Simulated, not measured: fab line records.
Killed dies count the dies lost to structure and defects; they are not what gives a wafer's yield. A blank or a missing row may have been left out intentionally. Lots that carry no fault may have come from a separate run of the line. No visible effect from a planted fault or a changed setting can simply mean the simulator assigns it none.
What tool caused it? | flow nand harc | 14 lots with 42 wafers sampled at 5 steps, on a route of 1302 steps

## WHAT THE GAUGES READ, wafer by wafer
NHARC_A_M0_CD_MEAS_09: the cd target is 80 nm. Usual: 79.8 nm for cd nm, sd 0.72.
lot  | measured     | on        | cd nm (nm)     | flag
L530 | day 22 17:01 | cd sem-03 | 77.9 78.8 80.3 |
L531 | day 23 10:10 | cd sem-01 | 79.5 79.5 79.2 |
L533 | day 23 20:44 | cd sem-01 | 79.9 79.2 79.9 |
L534 | day 24 12:14 | cd sem-03 | 79.7 79.6 79.4 |
L538 | day 26 04:31 | cd sem-01 | 81.0 79.7 80.1 |
L537 | day 26 08:00 | cd sem-01 | 80.3 80.2 80.6 |
L540 | day 26 18:59 | cd sem-03 | 79.9 79.6 79.5 |
L539 | day 26 19:51 | cd sem-03 | 80.7 79.7 80.5 |
L542 | day 27 15:42 | cd sem-03 | 79.8 79.3 79.7 |
L541 | day 27 18:05 | cd sem-01 | 79.6 79.1 78.4 |
L543 | day 28 05:59 | cd sem-02 | 79.5 80.3 80.5 |
L548 | day 30 09:09 | cd sem-01 | 81.1 80.6 80.0 |
L549 | day 30 17:08 | cd sem-03 | 79.1 78.0 78.7 |
L550 | day 31 11:25 | cd sem-02 | 79.4 80.0 79.6 |

## WHAT TOOL EACH LOT RAN ON (gives the tool, then ch and the chambers of the sampled wafers, and finally the start)
lot  | NHARC_A_CONTACT_ETCH_110           | NHARC_A_BLC_PVD_32                      | NHARC_A_BLC_CVD_24            | NHARC_A_BLC_CMP_25
L530 | rie diel-12 ch 0,2,3, day 22 10:18 | pvd sputter-03, day 22 15:10 or earlier | cvd w-02 ch 0,1, day 22 15:10 | cmp-02 ch 1,2,3, day 22 15:42
L531 | rie diel-08 ch 0,2, day 23 03:19   | pvd sputter-01, day 23 08:10 or earlier | cvd w-02 ch 0,1, day 23 08:10 | cmp-01 ch 1,2, day 23 08:42
L533 | rie diel-08 ch 0,2,3, day 23 13:55 | pvd sputter-03, day 23 18:58 or earlier | cvd w-01 ch 0,1, day 23 18:58 | cmp-03 ch 0,1, day 23 19:29
L534 | rie diel-03 ch 0,2,3, day 24 04:29 | pvd sputter-02, day 24 10:23 or earlier | cvd w-02 ch 0,1, day 24 10:23 | cmp-03 ch 0,2, day 24 10:55
L538 | rie diel-08 ch 0,1,2, day 25 21:49 | pvd sputter-02, day 26 02:40 or earlier | cvd w-01 ch 0,1, day 26 02:40 | cmp-02 ch 0,2,3, day 26 03:15
L537 | rie diel-12 ch 2,3, day 26 01:28   | pvd sputter-02, day 26 06:11 or earlier | cvd w-02 ch 0,1, day 26 06:11 | cmp-01 ch 0,2, day 26 06:43
L540 | rie diel-12 ch 0,1, day 26 12:05   | pvd sputter-02, day 26 17:18 or earlier | cvd w-02 ch 0,1, day 26 17:18 | cmp-03 ch 1,3, day 26 17:43
L539 | rie diel-12 ch 0,2,3, day 26 13:07 | pvd sputter-03, day 26 18:01 or earlier | cvd w-01 ch 0,1, day 26 18:01 | cmp-02 ch 1,2,3, day 26 18:33
L542 | rie diel-12 ch 0,1,3, day 27 08:26 | pvd sputter-02, day 27 13:29 or earlier | cvd w-01 ch 0,1, day 27 13:29 | cmp-03 ch 1,2, day 27 14:01
L541 | rie diel-08 ch 0,1,2, day 27 10:44 | pvd sputter-03, day 27 15:37 or earlier | cvd w-01 ch 0,1, day 27 15:37 | cmp-02 ch 0,3, day 27 16:53
L543 | rie diel-03 ch 0,2,3, day 27 22:41 | pvd sputter-02, day 28 04:11 or earlier | cvd w-02 ch 0,1, day 28 04:11 | cmp-01 ch 2,3, day 28 04:41
L548 | rie diel-08 ch 0,1,2, day 30 01:44 | pvd sputter-01, day 30 06:35 or earlier | cvd w-01 ch 0,1, day 30 06:35 | cmp-03 ch 0,1,2, day 30 07:52
L549 | rie diel-12 ch 0,1,3, day 30 10:22 | pvd sputter-02, day 30 15:22 or earlier | cvd w-02 ch 0,1, day 30 15:22 | cmp-03 ch 0,1,2, day 30 15:59
L550 | rie diel-03 ch 0,2,3, day 31 04:11 | pvd sputter-01, day 31 09:14 or earlier | cvd w-02 ch 0,1, day 31 09:14 | cmp-02 ch 0,1,2, day 31 09:41
- NHARC_A_CONTACT_ETCH_110: etches the open film in CF4/O2, target depth 60 nm, overetch 6 nm, time 33 s.
- NHARC_A_BLC_PVD_32: deposits Ti, target thk 5 nm, time 17.7 s.
- NHARC_A_BLC_CVD_24: deposits W, target thk 150 nm, time 434 s.
- NHARC_A_BLC_CMP_25: polishes, t overpolish 30 s, target thk 150 nm.

## AS READ BY THE TOOLS THEMSELVES (means over the sampled wafers that have a number; for cases with no such wafer, the mark the record gives instead)
NHARC_A_CONTACT_ETCH_110. Usual: drypump motor current A 5.6 A, standard deviation 0.36; oes product au 1.003 a.u., standard deviation 0.0098; rf vpp V 198.3 V, standard deviation 1.5; showerhead plenum p Torr 1.35 Torr, standard deviation 0.059; throttle valve pct 13.398 %, standard deviation 0.011.
lot  | tool        | drypump motor current A (A) | oes product au (a.u.) | rf vpp V (V) | showerhead plenum p Torr (Torr) | throttle valve pct (%) | flag
L530 | rie diel-12 | 5.5                         | 1.000                 | 200.0        | 1.42                            | 13.395                 |
L531 | rie diel-08 | 5.6                         | 1.000                 | 198.0        | 1.32                            | 13.401                 |
L533 | rie diel-08 | 5.4                         | 0.999                 | 197.6        | 1.32                            | 13.394                 |
L534 | rie diel-03 | 5.3                         | 1.009                 | 197.5        | 1.34                            | 13.397                 |
L538 | rie diel-08 | 5.6                         | 1.003                 | 198.5        | 1.34                            | 13.395                 |
L537 | rie diel-12 | 5.5                         | 1.001                 | 198.8        | 1.40                            | 13.403                 |
L540 | rie diel-12 | 5.9                         | 0.996                 | 198.4        | 1.38                            | 13.402                 |
L539 | rie diel-12 | 5.6                         | 0.996                 | 199.5        | 1.41                            | 13.403                 |
L542 | rie diel-12 | 5.6                         | 0.997                 | 199.7        | 1.39                            | 13.399                 |
L541 | rie diel-08 | 5.6                         | 1.001                 | 198.4        | 1.33                            | 13.392                 |
L543 | rie diel-03 | 5.2                         | 1.013                 | 198.2        | 1.33                            | 13.400                 |
L548 | rie diel-08 | 5.6                         | 0.993                 | 197.2        | 1.33                            | 13.406                 |
L549 | rie diel-12 | 5.7                         | 0.999                 | 199.0        | 1.39                            | 13.403                 |
L550 | rie diel-03 | 5.2                         | 1.013                 | 197.2        | 1.32                            | 13.386                 |

NHARC_A_BLC_PVD_32. Usual: 29.9 % for throttle valve pct, sd 0.77.
lot  | tool           | throttle valve pct (%) | flag
L530 | pvd sputter-03 | 29.5                   |
L531 | pvd sputter-01 | 29.7                   |
L533 | pvd sputter-03 | 30.2                   |
L534 | pvd sputter-02 | 30.4                   |
L538 | pvd sputter-02 | 30.6                   |
L537 | pvd sputter-02 | 30.4                   |
L540 | pvd sputter-02 | 30.2                   |
L539 | pvd sputter-03 | 29.2                   |
L542 | pvd sputter-02 | 29.9                   |
L541 | pvd sputter-03 | 29.5                   |
L543 | pvd sputter-02 | 29.6                   |
L548 | pvd sputter-01 | 29.9                   |
L549 | pvd sputter-02 | 30.4                   |
L550 | pvd sputter-01 | 30.4                   |

NHARC_A_BLC_CVD_24. Usual: chamber pressure Torr 40.01 Torr, standard deviation 0.088; heater power w 481 W, standard deviation 26; throttle valve pct 8.04 %, standard deviation 0.29.
lot  | tool     | chamber pressure Torr (Torr) | heater power w (W) | throttle valve pct (%) | flag
L530 | cvd w-02 | 40.01                        | 459                | 8.46                   |
L531 | cvd w-02 | 39.95                        | 455                | 8.22                   |
L533 | cvd w-01 | 39.92                        | 500                | 7.73                   |
L534 | cvd w-02 | 40.01                        | 456                | 8.25                   |
L538 | cvd w-01 | 40.03                        | 508                | 7.66                   |
L537 | cvd w-02 | 40.03                        | 452                | 8.26                   |
L540 | cvd w-02 | 40.08                        | 464                | 8.37                   |
L539 | cvd w-01 | 39.99                        | 497                | 7.79                   |
L542 | cvd w-01 | 40.05                        | 516                | 7.69                   |
L541 | cvd w-01 | 40.04                        | 501                | 7.82                   |
L543 | cvd w-02 | 39.99                        | 454                | 8.09                   |
L548 | cvd w-01 | 39.96                        | 503                | 7.89                   |
L549 | cvd w-02 | 40.01                        | 456                | 8.22                   |
L550 | cvd w-02 | 39.93                        | 456                | 8.28                   |

NHARC_A_BLC_CMP_25. Usual: motor current A 12.1 A, standard deviation 0.85; overpolish run s 30.001 s, standard deviation 0.0085; time to endpoint s 30.7 s, standard deviation 2.8.
lot  | tool   | motor current A (A) | overpolish run s (s) | time to endpoint s (s) | flag
L530 | cmp-02 | 12.6                | 30.000               | 35.4                   |
L531 | cmp-01 | 11.9                | 29.997               | 32.7                   |
L533 | cmp-03 | 11.5                | 30.009               | 31.2                   |
L534 | cmp-03 | 12.4                | 29.994               | 25.4                   |
L538 | cmp-02 | 13.2                | 29.998               | 29.9                   |
L537 | cmp-01 | 11.8                | 30.006               | 32.8                   |
L540 | cmp-03 | 11.1                | 30.009               | 30.1                   |
L539 | cmp-02 | 12.5                | 29.997               | 29.6                   |
L542 | cmp-03 | 12.0                | 29.997               | 30.8                   |
L541 | cmp-02 | 13.2                | 30.005               | 61.6                   | OFF
L543 | cmp-01 | 11.4                | 29.992               | 30.4                   |
L548 | cmp-03 | 12.1                | 29.994               | 60.3                   | OFF
L549 | cmp-03 | 11.8                | 29.997               | 29.2                   |
L550 | cmp-02 | 11.6                | 30.003               | 30.3                   |

## THE ANSWER, worked out from the rows above alone
Rule: a lot counts as off when the mean over its wafers that have a number is more than 3 standard deviations away from the usual mean. Also off: a lot with no number at a reading for which 4 or more lots have one. Any other lot the step has rows for is counted as sound. First the gauges in route order, then the tools' own readings, where a lot's mean is used as printed above. The first step at which some lot is off is used, and at that step the reading that is off furthest; a lot without a number counts as furthest.
Off, at NHARC_A_BLC_CMP_25 on time to endpoint s: L541, L548.
A tool fits if, at that step or a process step before it, it ran every lot that is off, and no sound lot after the first of them. With no start given for some of its lots, NHARC_A_BLC_PVD_32 uses the hours and lot order of NHARC_A_BLC_CVD_24. Undecided on this evidence; 2 tools fit (rie diel-08 at NHARC_A_CONTACT_ETCH_110, cvd w-01 at NHARC_A_BLC_CVD_24).

## WHAT WAS PUT IN BY THE SIMULATOR
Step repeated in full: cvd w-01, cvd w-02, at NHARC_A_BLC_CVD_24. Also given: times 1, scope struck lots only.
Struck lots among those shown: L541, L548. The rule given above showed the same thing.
